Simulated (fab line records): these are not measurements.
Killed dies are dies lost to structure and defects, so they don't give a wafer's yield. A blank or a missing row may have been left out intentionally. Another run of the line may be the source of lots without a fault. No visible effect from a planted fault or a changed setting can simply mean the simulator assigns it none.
Which tool was responsible? ; flow n5_finfet ; at 1 step of a route of 1938, 11 lots with 33 wafers sampled

== WHAT THE GAUGES SHOWED, per wafer ==
N5_MOL_CONTACT_COAG_CD_MEAS_99: target cd 17.2 nm.
lot;measured;on;cd_nm (nm)
L075;day 4 21:01;cd_sem-01;17.4 17.3 17.2
L077;day 5 10:11;cd_sem-03;17.7 17.9 17.4
L079;day 5 22:55;cd_sem-03;17.1 17.8 17.0
L081;day 6 09:58;cd_sem-01;17.7 17.1 17.6
L083;day 6 19:50;cd_sem-03;17.2 17.6 17.4
L085;day 7 13:00;cd_sem-01;17.5 18.0 17.3
L088;day 8 05:56;cd_sem-02;17.3 17.4 16.7
L090;day 9 01:25;cd_sem-01;16.6 16.8 16.5
L093;day 9 12:05;cd_sem-02;16.8 16.8 17.0
L095;day 9 23:14;cd_sem-01;18.0 17.8 16.7
L097;day 10 11:40;cd_sem-01;17.5 17.3 17.6

== EACH LOT AND THE TOOL THAT RAN IT (in order: tool; ch and the chambers of the sampled wafers; start) ==
The record shows no process step preceding these readings.

== THE ANSWER, worked out from the rows above alone ==
Rule: usual is defined by the lots themselves. The widest of any qualifying gaps counts: lots, ordered by their means at a reading, are off when they make up no more than a third of the lots, leave a main group of 4 or more, and stand apart from it by 3 or more times the standard deviation of that group's means. A main group whose means are all the same, to the digits that the tables above print for the reading, isn't used. Also off: a lot with no number at a reading for which 4 or more lots have one. The other lots that the step has rows for count as sound.
Across all readings shown, no lot is off: no conclusion can be drawn from this.

== WHAT THE SIMULATOR PUT IN ==
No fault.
